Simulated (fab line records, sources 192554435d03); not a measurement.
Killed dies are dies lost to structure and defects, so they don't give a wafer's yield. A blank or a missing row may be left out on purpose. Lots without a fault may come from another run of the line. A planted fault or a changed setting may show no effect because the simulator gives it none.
fab line records | flow n5_finfet
record lots=11 wafers=30 last_day=15
route steps=1938 shown BEOL_M2@883 BEOL_M4@1111 PASSIVATION@1936
lots that met no fault: from a run of the same line without faults
start_h: hours from the record's first day to the start of the lot's first wafer shown | wait_h: hours since the lot's step before | " the same as in the row above | L1.1+2: a row that stands for several wafers | - no value, or no start given | * or withheld: withheld | < > ~ a bound
route shown NAME@n: a module of which the file shows steps, and the number in the route of the first | usual: mean/standard deviation of fault-free wafers | same: alike in all rows | chamber/n: place in a boat | sites: the reading at each site | _std_site: their standard deviation | _edge_site: outer sites' mean less inner sites' | radius_mm: how far each site lies from the wafer's centre | mask NAME#n: copy n | behind: the tool/chamber that last shaped the wafer | hold: why the lot was held/for how many hours/how that ended | device: the transistor (n, p or np) that didn't switch | end of line: the same wafers' tests at the end of the route | a step without rows: its recipe alone | killed: dies lost to structure and defects at the first sort, not the wafer's yield | map: a wafer's dies, x killed, . not, _ none there
set.NAME: the setting as run; set.NAME@STEP: as run at that earlier step | model.NAME: the simulator's own value behind a step, which no gauge read
steps of the route over a sample of lots; a table a step, a row a wafer
services: from which hour (start_h, from the record's first day; less than 0 if before it) a tool's chamber was out of use, for how many hours, and why
## steps
# step N5_BEOL_M2_ETCHBACK_99
# recipe chemistry=CHF3 target=SiO2 target_depth_a=50 time_s=10.4 source_w=215 bias_w=47 Ar_flow_sccm=200 CHF3_flow_sccm=12 ion_energy_ev=100 pressure_mtorr=30
# usual drypump_motor_current_A=5.7/0.4 oes_product_au=0.76/0.077 rf_vpp_V=239/4 showerhead_plenum_p_Torr=2.15/0.067 throttle_valve_pct=17.26/0.21
# same time_s=10.4
# columns lot.wafer tool chamber start_h wait_h drypump_motor_current_A oes_product_au rf_hours_counter_h rf_vpp_V showerhead_plenum_p_Torr throttle_valve_pct
L360.3 rie_diel-02 2 136.81 2.2 5.0 0.73 183 236 2.16 17.19
L360.5 " 0 " " 5.3 0.91 - 242 2.21 17.28
L360.6 " 2 " " 5.0 0.73 - 238 2.16 17.20
L361.2 rie_diel-04 2 141.65 2.6 6.4 0.74 172 240 2.06 17.04
L361.6 " 0 " " 6.1 0.79 - 241 2.09 17.08
L362.2 rie_diel-06 3 152.14 1.5 5.9 0.69 237 239 2.14 17.77
L362.5 " 0 " " 6.0 0.68 - 239 2.20 17.26
L362.6 " 3 " " 5.9 0.69 - 241 2.14 17.76
L363.1 rie_diel-02 3 159.06 0.3 5.8 0.85 48 237 2.27 16.94
L363.3 " 0 " " 5.3 0.89 36 242 2.21 17.31
L363.6 " 1 " " 5.5 0.72 - 229 2.23 17.35
L367.2 rie_diel-02 1 183.52 0.2 5.6 0.70 202 228 2.23 17.38
L367.4 " 3 " " 5.8 0.85 57 238 2.27 16.94
L369.3 rie_diel-02 3 186.04 0.6 5.8 0.85 58 238 2.27 16.94
L369.4 " 0 " " 5.3 0.88 47 243 2.21 17.33
L369.5 " 0 " " 5.3 0.88 - 243 2.21 17.34
L370.2 rie_diel-04 2 196.07 0.1 6.3 0.72 190 240 2.05 17.08
L370.3 " 1 " " 5.4 0.88 61 242 2.17 17.03
L370.6 " 2 " " 6.4 0.72 - 240 2.05 17.09
L372.3 rie_diel-06 1 208.02 0.6 6.1 0.69 248 239 2.22 17.49
L372.5 " 1 " " 6.1 0.69 - 238 2.22 17.48
L375.1 rie_diel-02 0 223.57 4.3 5.3 0.85 60 242 2.20 17.36
L375.4 " 2 " " 5.0 0.70 215 238 2.14 17.24
L375.6 " 3 " " 5.7 0.83 - 237 2.26 16.97
L374.1 rie_diel-04 2 233.86 0.2 6.4 0.71 205 239 2.04 17.10
L374.4 " 0 " " 6.2 0.76 123 241 2.08 17.15
L374.6 " 2 " " 6.4 0.71 - 240 2.04 17.10
L377.2 rie_diel-04 2 235.39 0.5 6.4 0.72 206 239 2.04 17.09
L377.4 " 1 " " 5.4 0.86 77 242 2.16 17.06
L377.6 " 3 " " 5.7 0.70 - 244 2.14 17.46
# step N5_BEOL_M2_OCD_MEAS_38
# usual trench_depth_nm=55.5/1
# columns lot.wafer tool chamber start_h wait_h trench_depth_nm
L360.3 ocd-02 - 137.21 - 54.6
L360.5 " - " " 57.4
L360.6 " - " " 54.5
L361.2 ocd-02 - 142.04 - 55.3
L361.6 " - " " 55.3
L362.2 ocd-01 - 152.54 - 54.0
L362.5 " - " " 55.4
L362.6 " - " " 54.2
L363.1 ocd-01 - 159.46 - 55.4
L363.3 " - " " 55.8
L363.6 " - " " 55.1
L367.2 ocd-02 - 183.92 - 56.0
L367.4 " - " " 56.3
L369.3 ocd-02 - 186.45 - 56.6
L369.4 " - " " 56.3
L369.5 " - " " 57.1
L370.2 ocd-02 - 196.47 - 55.3
L370.3 " - " " 57.4
L370.6 " - " " 54.7
L372.3 ocd-02 - 208.42 - 54.3
L372.5 " - " " 53.9
L375.1 ocd-01 - 223.97 - 56.5
L375.4 " - " " 53.7
L375.6 " - " " 56.3
L374.1 ocd-02 - 234.26 - 55.4
L374.4 " - " " 54.5
L374.6 " - " " 55.0
L377.2 ocd-01 - 235.79 - 55.5
L377.4 " - " " 56.6
L377.6 " - " " 55.1
# step N5_BEOL_M2_CD_MEAS_35
# recipe target_cd_nm=18 target_cd_y_nm=22.2 polarity=opening
# usual cd_nm=18.1/0.44
# columns lot.wafer tool chamber start_h wait_h cd_nm
L360.3 cd_sem-03 - 137.36 0.0 18.6
L360.5 " - " " 17.9
L360.6 " - " " 18.3
L361.2 cd_sem-02 - 142.20 0.0 18.4
L361.6 " - " " 17.6
L362.2 cd_sem-01 - 152.70 0.0 18.5
L362.5 " - " " 17.9
L362.6 " - " " 19.1
L363.1 cd_sem-02 - 159.61 0.0 18.0
L363.3 " - " " 18.2
L363.6 " - " " 18.2
L367.2 cd_sem-01 - 184.07 0.0 18.5
L367.4 " - " " 18.5
L369.3 cd_sem-01 - 186.60 0.0 17.9
L369.4 " - " " 18.1
L369.5 " - " " 17.4
L370.2 cd_sem-01 - 196.62 0.0 17.7
L370.3 " - " " 18.1
L370.6 " - " " 18.1
L372.3 cd_sem-01 - 208.58 0.0 18.1
L372.5 " - " " 18.0
L375.1 cd_sem-01 - 224.12 0.0 17.6
L375.4 " - " " 18.3
L375.6 " - " " 17.7
L374.1 cd_sem-03 - 234.41 0.0 17.4
L374.4 " - " " 16.8
L374.6 " - " " 18.2
L377.2 cd_sem-02 - 235.94 0.0 17.8
L377.4 " - " " 18.2
L377.6 " - " " 18.0
# step N5_BEOL_M2_ALD_84
# recipe material=TaN target_thk_a=* temp_c=275 ald_precursor_family=PDMAT ald_co_reactant=NH3 pressure_torr=3 carrier_flow_sccm=1500 pulse_time_s=2 purge_time_s=3 co_reactant_purge_time_s=2 co_reactant_pulse_time_s=3 ald_cycles=30 precursor_vessel_temp_c=75 precursor_vessel_pressure_torr=26.25 precursor_vessel_carrier_sccm=1000
# usual ald_cycles=30/0 heater_power_w=428/26
# same co_reactant_purge_time_s=2
# columns lot.wafer tool chamber start_h wait_h ald_cycles heater_power_w since_wet_clean_h
L360.3 ald_metal-04 0 137.76 0.1 30 370 2878
L360.5 " 2 " " 30 414 -
L360.6 " 1 " " 30 417 -
L361.2 ald_metal-03 2 142.57 0.0 30 401 4421
L361.6 " 1 " " 30 455 -
L362.2 ald_metal-03 2 153.66 0.1 30 409 4432
L362.5 " 0 " " 30 431 -
L362.6 " 3 " " 30 390 -
L363.1 ald_metal-01 1 159.79 0.0 30 472 1361
L363.3 " 0 " " 30 423 1361
L363.6 " 2 " " 30 432 -
L367.2 ald_metal-03 1 184.21 0.0 30 453 4463
L367.4 " 3 " " 30 398 4463
L369.3 ald_metal-03 3 187.41 0.1 30 396 4466
L369.4 " 0 " " 30 424 4466
L369.5 " 1 " " 30 445 -
L370.2 ald_metal-03 0 197.35 0.3 30 430 4476
L370.3 " 3 " " 30 399 4476
L370.6 " 1 " " 30 446 -
L372.3 ald_metal-03 1 208.99 0.0 30 446 4487
L372.5 " 0 " " 30 430 -
L375.1 ald_metal-01 0 224.89 0.0 30 434 1426
L375.4 " 1 " " 30 473 -
L375.6 " 3 " " 30 440 -
L374.1 ald_metal-03 2 235.71 0.1 9 400 4514
L374.4 " 3 " " 9 397 4514
L374.6 " 2 " " 9 414 -
L377.2 ald_metal-03 3 236.49 0.1 9 400 4515
L377.4 " 0 " " 9 429 4515
L377.6 " 3 " " 9 399 -
# step N5_BEOL_M4_RC_MEAS_101
# usual DIBL_N=36.3/1.6 DIBL_P=36.2/2.1 IOFF_N=0.16/0.031 IOFF_P=0.21/0.034 ION_N=673/11 ION_P=461/7.4 SS_N=71.6/0.55 SS_P=73.3/0.66 VT_N=251/3.2 VT_P=-251/3.5
# columns lot.wafer tool chamber start_h wait_h DIBL_N[mV/V] DIBL_P[mV/V] IOFF_N[nA/um] IOFF_P[nA/um] ION_N[uA/um] ION_P[uA/um] SS_N[mV/dec] SS_P[mV/dec] VT_N[mV] VT_P[mV]
L360.3 prober-02 0 159.98 0.3 36.3 36.0 0.14 0.21 683 471 71.0 73.8 254 -254
L360.5 " 0 " " 36.8 36.5 0.14 0.21 665 462 71.5 73.4 253 -253
L360.6 " 0 " " 38.4 37.9 0.17 0.25 676 464 71.2 74.0 250 -251
L361.2 prober-02 0 163.25 0.2 33.4 33.4 0.12 0.15 664 452 70.8 72.9 258 -254
L361.6 " 0 " " 35.0 36.1 0.15 0.20 661 453 71.6 73.3 249 -251
L362.2 prober-01 0 180.04 0.2 37.1 37.1 0.18 0.21 673 458 72.1 74.2 248 -250
L362.5 " 0 " " 34.0 33.1 0.12 0.16 648 447 71.8 72.7 254 -255
L362.6 " 0 " " 35.2 35.2 0.15 0.18 679 456 72.0 73.1 250 -254
L363.1 prober-02 0 185.05 0.0 36.0 35.8 0.14 0.22 661 460 72.0 73.4 255 -250
L363.3 " 0 " " 38.8 39.2 0.20 0.28 679 467 71.9 74.3 249 -244
L363.6 " 0 " " 38.9 39.4 0.19 0.28 675 473 72.2 74.7 248 -244
L367.2 prober-01 0 209.78 0.2 34.9 32.9 0.12 0.18 653 457 71.0 73.2 255 -252
L367.4 " 0 " " 35.7 33.0 0.14 0.19 677 462 70.8 72.8 251 -253
L369.3 prober-01 0 211.20 0.3 34.6 34.2 0.14 0.17 675 458 71.9 73.1 252 -255
L369.4 " 0 " " 36.0 36.7 0.18 0.20 683 469 71.6 73.8 249 -251
L369.5 " 0 " " 35.9 36.5 0.17 0.20 694 469 72.3 74.3 249 -252
L370.2 prober-01 0 222.41 0.2 35.0 33.8 0.13 0.17 672 456 70.8 72.5 256 -254
L370.3 " 0 " " 37.7 36.7 0.19 0.21 676 456 72.4 73.1 249 -251
L370.6 " 0 " " 36.8 34.5 0.15 0.18 661 453 71.7 72.5 253 -254
L372.3 prober-01 0 236.62 0.3 38.2 37.3 0.17 0.19 673 450 72.4 73.8 249 -257
L372.5 " 0 " " 35.9 35.5 0.14 0.17 669 451 70.9 72.5 252 -256
L375.1 prober-02 0 245.44 0.0 37.3 38.7 0.19 0.27 687 475 71.9 73.0 245 -241
L375.4 " 0 " " 33.8 33.8 0.12 0.20 680 476 70.7 72.2 252 -248
L375.6 " 0 " " 35.9 36.8 0.17 0.24 680 469 71.6 73.1 247 -244
# step N5_PASSIVATION_PROBE_49
# usual defect_limited_yield=91.5/1.5 killed_at_M0_to_M3=32/9.4 killed_at_M4_up=12/5.1 killed_at_contacts=11/7.4 killed_at_front_end=41/11 killed_at_other=3.4/2.5 killed_dies=100/17 killed_on_rim=13/4.4 killed_open=65/14 killed_short=33/7 sort_bin_4_leakage=0.00/0.01 sort_bin_5_function=4.9/0.96 sort_bin_6_memory=3.1/0.7 sort_bin_8_speed=0.00/0.01 sort_n_pass=1080/17 sort_yield_pct=91.5/1.5
# same gross_dies=1180 killed_at_back_side=0
# columns lot.wafer tool chamber start_h wait_h defect_limited_yield[%] killed_at_M0_to_M3 killed_at_M4_up killed_at_contacts killed_at_front_end killed_at_other killed_dies killed_on_rim killed_open killed_short sort_bin_4_leakage[%] sort_bin_5_function[%] sort_bin_6_memory[%] sort_bin_8_speed[%] sort_n_pass sort_yield_pct[%]
L361.2 prober-01 - 255.74 0.1 93.4 26 13 9 27 3 78 6 48 28 0 3.6 2.8 0 1102 93.4
L361.6 prober-01 - 255.94 0.3 92.1 35 6 10 37 5 93 12 64 29 0 4.7 3.0 0 1087 92.1
L360.3 prober-02 - 264.57 0.1 91.5 27 12 17 37 7 100 11 65 35 0 4.5 3.7 0 1080 91.5
L360.5 prober-02 - 264.67 0.2 92.5 15 10 8 50 6 89 12 58 31 0 4.6 2.9 0 1091 92.5
L360.6 prober-02 - 264.72 0.3 92.5 25 9 4 45 6 89 17 54 26 0 4.2 2.4 0 1091 92.5
L362.2 prober-01 - 278.61 0.1 88.9 25 13 38 52 3 131 23 89 40 0 6.9 3.7 0 1049 88.9
L362.5 prober-01 - 278.76 0.2 91.3 28 24 8 43 0 103 15 59 38 0 5.2 2.5 0.08 1076 91.2
L362.6 prober-01 - 278.81 0.3 92.8 14 14 17 38 2 85 7 55 28 0 4.1 3.0 0 1095 92.8
L363.1 prober-02 - 289.72 0.0 88.5 30 14 7 79 6 136 21 77 58 0 7.1 3.8 0 1044 88.5
L363.3 prober-02 - 289.82 0.1 89.3 31 16 9 64 6 126 21 81 43 0 5.7 4.7 0 1054 89.3
L363.6 prober-02 - 289.97 0.3 91.6 27 18 15 33 6 99 13 65 32 0 5.3 2.7 0 1081 91.6
L367.2 prober-02 - 304.45 0.1 92.4 30 7 16 36 1 90 9 59 30 0 4.3 3.1 0 1090 92.4
L367.4 prober-02 - 304.55 0.2 92.3 34 12 7 37 1 91 8 62 28 0 5.1 2.5 0 1089 92.3
L369.3 prober-02 - 305.21 0.1 88.7 40 15 6 71 1 133 28 99 34 0 7.1 3.6 0 1047 88.7
L369.4 prober-02 - 305.26 0.2 90.3 49 23 11 29 2 114 20 74 40 0 6.6 2.9 0 1066 90.3
L369.5 prober-02 - 305.31 0.2 89.3 46 7 4 69 0 126 22 89 33 0 5.8 4.2 0 1054 89.3
L370.2 prober-02 - 317.66 0.1 89.7 39 19 20 44 0 122 17 83 39 0 5.4 4.3 0 1058 89.7
L370.3 prober-02 - 317.71 0.1 90.4 45 14 18 35 1 113 13 80 33 0 5.2 4.0 0 1067 90.4
L370.6 prober-02 - 317.86 0.3 89.5 44 13 13 54 0 124 7 85 37 0 5.8 4.7 0 1056 89.5
L372.3 prober-01 - 326.49 0.1 90.1 40 2 11 61 3 117 17 78 30 0 5.6 2.9 0 1063 90.1
L372.5 prober-01 - 326.59 0.2 91.0 28 9 5 60 4 106 15 75 31 0 4.7 3.9 0 1074 91.0
L375.1 prober-02 - 342.71 0.0 93.7 18 8 7 40 1 74 13 43 30 0 3.7 2.4 0 1106 93.7
L375.4 prober-02 - 342.86 0.2 92.6 29 18 5 34 1 87 10 57 28 0 4.5 2.6 0 1093 92.6
L375.6 prober-02 - 342.96 0.3 93.2 22 12 4 41 1 80 9 56 24 0 3.5 2.8 0 1100 93.2
L374.1 prober-02 - 349.82 0.0 18.7 883 7 18 51 0 959 126 75 34 71.86 5.8 3.1 0 221 18.7
L374.4 prober-02 - 349.97 0.2 23.4 840 8 9 41 6 904 110 59 48 67.54 5.1 3.4 0 276 23.4
L374.6 prober-02 - 350.07 0.3 23.0 837 15 21 34 2 909 118 87 23 67.71 5.8 3.1 0 271 23.0
L377.2 prober-01 - 351.85 0.1 20.3 851 6 16 62 5 940 122 73 26 70.00 3.9 4.3 0 240 20.3
L377.4 prober-01 - 351.95 0.2 23.1 824 11 19 52 1 907 119 68 37 67.03 4.8 3.6 0 273 23.1
L377.6 prober-01 - 352.05 0.3 23.9 817 7 16 54 4 898 117 66 35 66.53 5.0 3.1 0 282 23.9
# killed by level:class
L361.2 BEOL_M2:geometric_particle:open=8 DUMMY_GATE:geometric_particle:open=5 MOL_CONTACT_COAG:geometric_particle:open=5 BEOL_M1:geometric_particle:open=5 STI_FIN_REVEAL:geometric_particle:open=4 MOL_CONTACT_COAG:geometric_particle:short=4 BEOL_M4:geometric_particle:open=4 FIN_SAQP:geometric_particle:short=3
L361.6 BEOL_M2:geometric_particle:open=15 MOL_CONTACT_COAG:geometric_particle:open=9 DUMMY_GATE:geometric_particle:open=7 BEOL_M0_SAQP:geometric_particle:short=7 BEOL_M1:geometric_particle:open=7 ILD0:geometric_particle:short=6 STARTING-WAFER:geometric_particle:open=6 STI_FIN_REVEAL:geometric_particle:open=4
L360.3 MOL_CONTACT_COAG:geometric_particle:open=17 FIN_SAQP:geometric_particle:short=10 BEOL_M2:geometric_particle:open=10 STI_FIN_REVEAL:geometric_particle:open=8 BEOL_M0_SAQP:geometric_particle:short=8 STARTING-WAFER:geometric_particle:open=5 GATE_CUT:geometric_particle:short=4 BEOL_M0_SAQP:geometric_particle:open=4
L360.5 FIN_SAQP:geometric_particle:short=14 DUMMY_GATE:geometric_particle:open=9 BEOL_M2:geometric_particle:open=9 MOL_CONTACT_COAG:geometric_particle:open=7 FIN_SAQP:geometric_particle:open=6 STI_FIN_REVEAL:geometric_particle:open=4 GATE_CUT:geometric_particle:open=4 GATE_CUT:geometric_particle:short=4
L360.6 BEOL_M2:geometric_particle:open=10 HKMG_FIN:area_etch=9 BEOL_M3:geometric_particle:open=7 FIN_SAQP:geometric_particle:open=6 STI_FIN_REVEAL:geometric_particle:open=6 GATE_CUT:geometric_particle:short=6 FIN_SAQP:geometric_particle:short=5 STARTING-WAFER:geometric_particle:open=5
L362.2 MOL_CONTACT_COAG:geometric_particle:open=30 FIN_SAQP:geometric_particle:short=11 STI_FIN_REVEAL:geometric_particle:open=10 FIN_SAQP:geometric_particle:open=9 MOL_CONTACT_COAG:geometric_particle:short=8 BEOL_M0_SAQP:geometric_particle:short=7 DUMMY_GATE:geometric_particle:open=6 BEOL_M0_SAQP:geometric_particle:open=5
L362.5 BEOL_M4:geometric_particle:open=11 FIN_SAQP:geometric_particle:short=7 STI_FIN_REVEAL:geometric_particle:open=6 HKMG_FIN:area_etch=6 FIN_SAQP:geometric_particle:open=5 BEOL_M0_SAQP:geometric_particle:open=5 BEOL_M3:geometric_particle:open=5 MOL_CONTACT_COAG:geometric_particle:open=5
L362.6 MOL_CONTACT_COAG:geometric_particle:open=15 STI_FIN_REVEAL:geometric_particle:open=8 GATE_CUT:geometric_particle:short=5 BEOL_M0_SAQP:geometric_particle:short=5 BEOL_M0_SAQP:geometric_particle:open=5 FIN_SAQP:geometric_particle:open=4 GATE_CUT:geometric_particle:open=4 STARTING-WAFER:geometric_particle:open=4
L363.1 FIN_SAQP:geometric_particle:open=18 STI_FIN_REVEAL:geometric_particle:open=18 GATE_CUT:geometric_particle:short=16 FIN_SAQP:geometric_particle:short=10 BEOL_M0_SAQP:geometric_particle:open=10 BEOL_M0_SAQP:geometric_particle:short=10 BEOL_M3:geometric_particle:open=5 STI_FIN_REVEAL:geometric_particle:short=5
L363.3 STI_FIN_REVEAL:geometric_particle:open=14 GATE_CUT:geometric_particle:short=14 BEOL_M3:geometric_particle:open=14 FIN_SAQP:geometric_particle:open=11 BEOL_M4:geometric_particle:open=9 BEOL_M0_SAQP:geometric_particle:open=6 DUMMY_GATE:geometric_particle:open=5 GATE_CUT:geometric_particle:open=5
L363.6 MOL_CONTACT_COAG:geometric_particle:open=13 STI_FIN_REVEAL:geometric_particle:open=9 GATE_CUT:geometric_particle:short=8 BEOL_M2:geometric_particle:open=7 BEOL_M3:geometric_particle:open=6 BEOL_M5:geometric_particle:short=5 STI_FIN_REVEAL:geometric_particle:short=5 BEOL_M0_SAQP:geometric_particle:open=5
L367.2 MOL_CONTACT_COAG:geometric_particle:open=12 FIN_SAQP:geometric_particle:open=9 FIN_SAQP:geometric_particle:short=9 BEOL_M3:geometric_particle:open=8 BEOL_M1:geometric_particle:open=6 BEOL_M0_SAQP:geometric_particle:open=6 BEOL_M3:geometric_particle:short=5 STI_FIN_REVEAL:geometric_particle:open=4
L367.4 FIN_SAQP:geometric_particle:open=11 FIN_SAQP:geometric_particle:short=10 BEOL_M2:geometric_particle:open=10 MOL_CONTACT_COAG:geometric_particle:open=5 DUMMY_GATE:geometric_particle:open=5 BEOL_M0_SAQP:geometric_particle:open=5 BEOL_M0:geometric_particle:open=5 BEOL_M4:geometric_particle:short=5
L369.3 FIN_SAQP:geometric_particle:open=24 BEOL_M1:geometric_particle:open=12 STI_FIN_REVEAL:geometric_particle:open=11 BEOL_M2:geometric_particle:open=9 FIN_SAQP:geometric_particle:short=7 STI_FIN_REVEAL:geometric_particle:short=7 BEOL_M0_SAQP:geometric_particle:open=7 GATE_CUT:geometric_particle:open=6
L369.4 BEOL_M0_SAQP:geometric_particle:open=14 BEOL_M0_SAQP:geometric_particle:short=13 BEOL_M4:geometric_particle:open=13 BEOL_M2:geometric_particle:open=10 FIN_SAQP:geometric_particle:open=9 MOL_CONTACT_COAG:geometric_particle:open=7 STI_FIN_REVEAL:geometric_particle:open=5 BEOL_M5:geometric_particle:open=5
L369.5 BEOL_M2:geometric_particle:open=22 FIN_SAQP:geometric_particle:open=20 FIN_SAQP:geometric_particle:short=14 BEOL_M0_SAQP:geometric_particle:open=8 BEOL_M1:geometric_particle:open=7 GATE_CUT:geometric_particle:short=7 STI_FIN_REVEAL:geometric_particle:open=6 DUMMY_GATE:geometric_particle:open=5
L370.2 MOL_CONTACT_COAG:geometric_particle:open=14 STI_FIN_REVEAL:geometric_particle:open=9 BEOL_M0_SAQP:geometric_particle:short=7 BEOL_M2:geometric_particle:open=7 BEOL_M4:geometric_particle:open=7 DUMMY_GATE:geometric_particle:open=6 MOL_CONTACT_COAG:geometric_particle:short=6 FIN_SAQP:geometric_particle:short=5
L370.3 MOL_CONTACT_COAG:geometric_particle:open=15 BEOL_M3:geometric_particle:open=12 BEOL_M1:geometric_particle:open=11 FIN_SAQP:geometric_particle:open=10 STI_FIN_REVEAL:geometric_particle:open=8 BEOL_M0_SAQP:geometric_particle:short=5 BEOL_M0_SAQP:geometric_particle:open=5 BEOL_M1:geometric_particle:short=5
L370.6 FIN_SAQP:geometric_particle:open=13 MOL_CONTACT_COAG:geometric_particle:open=13 BEOL_M1:geometric_particle:open=11 BEOL_M1:geometric_particle:short=8 STI_FIN_REVEAL:geometric_particle:open=7 ILD0:geometric_particle:open=7 BEOL_M0_SAQP:geometric_particle:short=7 BEOL_M2:geometric_particle:open=5
L372.3 FIN_SAQP:geometric_particle:open=17 BEOL_M2:geometric_particle:open=12 STI_FIN_REVEAL:geometric_particle:open=9 MOL_CONTACT_COAG:geometric_particle:open=9 HKMG_FIN:area_etch=9 BEOL_M3:geometric_particle:open=8 FIN_SAQP:geometric_particle:short=7 DUMMY_GATE:geometric_particle:open=7
L372.5 FIN_SAQP:geometric_particle:open=19 STI_FIN_REVEAL:geometric_particle:open=17 FIN_SAQP:geometric_particle:short=11 BEOL_M0_SAQP:geometric_particle:open=9 BEOL_M3:geometric_particle:open=6 STI_FIN_REVEAL:geometric_particle:short=5 BEOL_M0_SAQP:geometric_particle:short=5 BEOL_M4:geometric_particle:open=5
L375.1 BEOL_M2:geometric_particle:open=9 STARTING-WAFER:geometric_particle:short=7 GATE_CUT:geometric_particle:short=7 STI_FIN_REVEAL:geometric_particle:open=6 MOL_CONTACT_COAG:geometric_particle:open=5 DUMMY_GATE:geometric_particle:open=4 FIN_SAQP:geometric_particle:short=3 FIN_SAQP:geometric_particle:open=3
L375.4 GATE_CUT:geometric_particle:short=11 BEOL_M4:geometric_particle:open=11 BEOL_M2:geometric_particle:open=10 GATE_CUT:geometric_particle:open=7 BEOL_M0_SAQP:geometric_particle:open=6 STI_FIN_REVEAL:geometric_particle:open=5 MOL_CONTACT_COAG:geometric_particle:open=4 BEOL_M0_SAQP:geometric_particle:short=4
L375.6 BEOL_M2:geometric_particle:open=14 FIN_SAQP:geometric_particle:open=12 BEOL_M4:geometric_particle:open=6 FIN_SAQP:geometric_particle:short=4 DUMMY_GATE:geometric_particle:open=4 GATE_CUT:geometric_particle:short=4 BEOL_M7:geometric_particle:open=4 GATE_CUT:geometric_particle:open=3
L374.1 M2:area_ald=848 FIN_SAQP:geometric_particle:open=17 MOL_CONTACT_COAG:geometric_particle:open=14 BEOL_M1:geometric_particle:open=12 FIN_SAQP:geometric_particle:short=9 GATE_CUT:geometric_particle:short=6 BEOL_M3:geometric_particle:open=6 BEOL_M2:geometric_particle:open=5
L374.4 M2:area_ald=797 FIN_SAQP:geometric_particle:short=17 BEOL_M0_SAQP:geometric_particle:open=12 FIN_SAQP:geometric_particle:open=11 BEOL_M0_SAQP:geometric_particle:short=8 BEOL_M3:geometric_particle:open=8 MOL_CONTACT_COAG:geometric_particle:open=6 BEOL_M1:geometric_particle:open=4
L374.6 M2:area_ald=799 MOL_CONTACT_COAG:geometric_particle:open=17 FIN_SAQP:geometric_particle:open=10 BEOL_M0_SAQP:geometric_particle:open=9 BEOL_M2:geometric_particle:open=8 FIN_SAQP:geometric_particle:short=7 BEOL_M3:geometric_particle:open=7 BEOL_M5:geometric_particle:open=6
L377.2 M2:area_ald=826 FIN_SAQP:geometric_particle:open=15 HKMG_FIN:area_etch=14 MOL_CONTACT_COAG:geometric_particle:open=13 BEOL_M3:geometric_particle:open=12 FIN_SAQP:geometric_particle:short=8 STI_FIN_REVEAL:geometric_particle:open=6 BEOL_M2:geometric_particle:open=5
L377.4 M2:area_ald=791 MOL_CONTACT_COAG:geometric_particle:open=14 FIN_SAQP:geometric_particle:short=11 HKMG_FIN:area_etch=11 BEOL_M2:geometric_particle:open=8 STI_FIN_REVEAL:geometric_particle:open=7 BEOL_M3:geometric_particle:open=7 MOL_CONTACT_COAG:geometric_particle:short=5
L377.6 M2:area_ald=785 STI_FIN_REVEAL:geometric_particle:open=20 MOL_CONTACT_COAG:geometric_particle:open=11 HKMG_FIN:area_etch=11 BEOL_M0_SAQP:geometric_particle:short=10 BEOL_M0_SAQP:geometric_particle:open=8 GATE_CUT:geometric_particle:short=5 MOL_CONTACT_COAG:geometric_particle:short=5
## services
# columns tool chamber start_h hours kind
ald_metal-04 2 138.76 13.6 repair
ald_metal-04 - 144.26 2.8 pm
ald_metal-04 3 148.09 3.3 repair
rie_diel-02 1 162.23 15.8 repair
ald_metal-01 - 179.35 1.5 repair
rie_diel-02 - 192.75 0.2 repair
ald_metal-03 2 196.11 14.1 repair
rie_diel-06 0 198.38 - clean
rie_diel-06 0 198.38 - consumable_replace:focus_ring
rie_diel-06 0 198.38 20.0 scheduled_down
rie_diel-06 0 198.38 20.0 vent_cycle
rie_diel-04 0 208.52 8.1 repair
ald_metal-01 - 212.20 1.2 pm
rie_diel-06 3 218.47 - clean
rie_diel-06 3 218.47 - consumable_replace:focus_ring
rie_diel-06 3 218.47 14.5 scheduled_down
rie_diel-06 3 218.47 14.5 vent_cycle
ald_metal-01 2 218.57 58.5 repair
rie_diel-06 - 224.00 4.3 pm
rie_diel-06 1 232.93 - clean
rie_diel-06 1 232.93 - consumable_replace:focus_ring
rie_diel-06 1 232.93 23.5 scheduled_down
rie_diel-06 1 232.93 23.5 vent_cycle
## key
first_sign step=N5_BEOL_M2_ALD_84 reading=ald_cycles direction=down sigmas=99+ usual=* struck=*
effect step=N5_PASSIVATION_PROBE_49 reading=sort_bin_4_leakage direction=up sigmas=99+ usual=0.00 struck=68.45
more_kills_born_at N5_BEOL_M2_ALD_84@ald_metal-03=4846
met_at N5_BEOL_M2_ALD_84
struck_lots L374,L377
later_rows_left_out L374.1,L374.4,L374.6,L377.2,L377.4,L377.6
not_acting_at N5_BEOL_M2_ETCHBACK_99,N5_BEOL_M2_OCD_MEAS_38,N5_BEOL_M2_CD_MEAS_35
onset_between 208.99 235.71
fault kind=process_parameter_drift tool=ald_metal-03 chamber=- onset_h=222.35 steps=N5_BEOL_M2_ALD_84 channel=ald_cycles offset=* shape=step end_h=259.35 acts_in=* stated=*
# later_rows_left_out: the simulator's readings of these wafers behind a module that went badly wrong aren't trusted and aren't shown, but for the sort
